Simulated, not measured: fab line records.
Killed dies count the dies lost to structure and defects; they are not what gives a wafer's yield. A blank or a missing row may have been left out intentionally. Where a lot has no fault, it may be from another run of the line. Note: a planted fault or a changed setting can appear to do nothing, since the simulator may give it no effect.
What tool caused it? :: flow nand-harc :: 42 wafers from 14 lots sampled at 2 of the route's 1302 steps

WHAT THE GAUGES READ, wafer by wafer
NHARC_A_M1_INSPECT_27. Usual: raw-defect-count reads 555 (standard deviation 150).
lot: L820
measured: day 23 01:17
on: defect-inspect-01
raw-defect-count: 566 520 599
flag: 

lot: L821
measured: day 23 01:58
on: defect-inspect-01
raw-defect-count: 565 449 476
flag: 

lot: L826
measured: day 24 14:01
on: defect-inspect-02
raw-defect-count: 701 474 630
flag: 

lot: L827
measured: day 25 16:40
on: defect-inspect-02
raw-defect-count: 529 636 509
flag: 

lot: L825
measured: day 25 17:41
on: defect-inspect-01
raw-defect-count: 930 863 829
flag: 

lot: L833
measured: day 28 02:53
on: defect-inspect-02
raw-defect-count: 397 408 352
flag: 

lot: L832
measured: day 28 10:08
on: defect-inspect-02
raw-defect-count: 542 517 712
flag: 

lot: L835
measured: day 29 03:40
on: defect-inspect-01
raw-defect-count: 493 361 318
flag: 

lot: L834
measured: day 29 04:08
on: defect-inspect-02
raw-defect-count: 571 469 508
flag: 

lot: L836
measured: day 29 21:50
on: defect-inspect-02
raw-defect-count: 722 663 570
flag: 

lot: L838
measured: day 30 04:47
on: defect-inspect-02
raw-defect-count: 328 412 462
flag: 

lot: L839
measured: day 30 09:30
on: defect-inspect-01
raw-defect-count: 597 524 467
flag: 

lot: L840
measured: day 31 10:44
on: defect-inspect-02
raw-defect-count: 465 524 559
flag: 

lot: L842
measured: day 32 01:52
on: defect-inspect-02
raw-defect-count: 610 477 595
flag: 

WHICH TOOL RAN EACH LOT (tool, then ch and the chambers of the sampled wafers, then the start)
lot: L820
NHARC_A_M1_DEGAS_29: pvd-sputter-01, day 22 23:38

lot: L821
NHARC_A_M1_DEGAS_29: pvd-sputter-03, day 23 00:22

lot: L826
NHARC_A_M1_DEGAS_29: pvd-sputter-02, day 24 12:28

lot: L827
NHARC_A_M1_DEGAS_29: pvd-sputter-03, day 25 15:07

lot: L825
NHARC_A_M1_DEGAS_29: pvd-sputter-02, day 25 16:08

lot: L833
NHARC_A_M1_DEGAS_29: pvd-sputter-01, day 28 01:20

lot: L832
NHARC_A_M1_DEGAS_29: pvd-sputter-03, day 28 08:34

lot: L835
NHARC_A_M1_DEGAS_29: pvd-sputter-03, day 29 02:08

lot: L834
NHARC_A_M1_DEGAS_29: pvd-sputter-01, day 29 02:23

lot: L836
NHARC_A_M1_DEGAS_29: pvd-sputter-03, day 29 19:58

lot: L838
NHARC_A_M1_DEGAS_29: pvd-sputter-03, day 30 03:14

lot: L839
NHARC_A_M1_DEGAS_29: pvd-sputter-02, day 30 07:57

lot: L840
NHARC_A_M1_DEGAS_29: pvd-sputter-02, day 31 09:11

lot: L842
NHARC_A_M1_DEGAS_29: pvd-sputter-01, day 32 00:19
- NHARC_A_M1_DEGAS_29: time 60 s.

WHAT THE TOOLS THEMSELVES READ (means of the sampled wafers that have a number; where no wafer has one, the mark that the record gives instead)
NHARC_A_M1_DEGAS_29. Usual: heater-power-w reads 335 W (standard deviation 28).
lot: L820
tool: pvd-sputter-01
heater-power-w (W): 340
flag: 

lot: L821
tool: pvd-sputter-03
heater-power-w (W): 325
flag: 

lot: L826
tool: pvd-sputter-02
heater-power-w (W): 325
flag: 

lot: L827
tool: pvd-sputter-03
heater-power-w (W): 330
flag: 

lot: L825
tool: pvd-sputter-02
heater-power-w (W): 339
flag: 

lot: L833
tool: pvd-sputter-01
heater-power-w (W): 352
flag: 

lot: L832
tool: pvd-sputter-03
heater-power-w (W): 327
flag: 

lot: L835
tool: pvd-sputter-03
heater-power-w (W): 328
flag: 

lot: L834
tool: pvd-sputter-01
heater-power-w (W): 352
flag: 

lot: L836
tool: pvd-sputter-03
heater-power-w (W): 306
flag: 

lot: L838
tool: pvd-sputter-03
heater-power-w (W): 329
flag: 

lot: L839
tool: pvd-sputter-02
heater-power-w (W): 329
flag: 

lot: L840
tool: pvd-sputter-02
heater-power-w (W): 333
flag: 

lot: L842
tool: pvd-sputter-01
heater-power-w (W): 373
flag: 

THE ANSWER, worked out from the rows above alone
Rule: take the mean of a lot's wafers that have a number; if it is more than 3 standard deviations from the usual mean, the lot is off. Also off: a lot with no number at a reading for which 4 or more lots have one. All remaining lots with rows at the step are treated as sound. After the gauges, taken in route order, come the tools' own readings; for these a lot's mean is taken, as printed above. At the first step where some lot is off, the reading lying furthest off is the one used; lots without a number count as furthest.
No lot is off on any of the readings shown, so nothing can be concluded from this.

WHAT THE SIMULATOR PUT IN
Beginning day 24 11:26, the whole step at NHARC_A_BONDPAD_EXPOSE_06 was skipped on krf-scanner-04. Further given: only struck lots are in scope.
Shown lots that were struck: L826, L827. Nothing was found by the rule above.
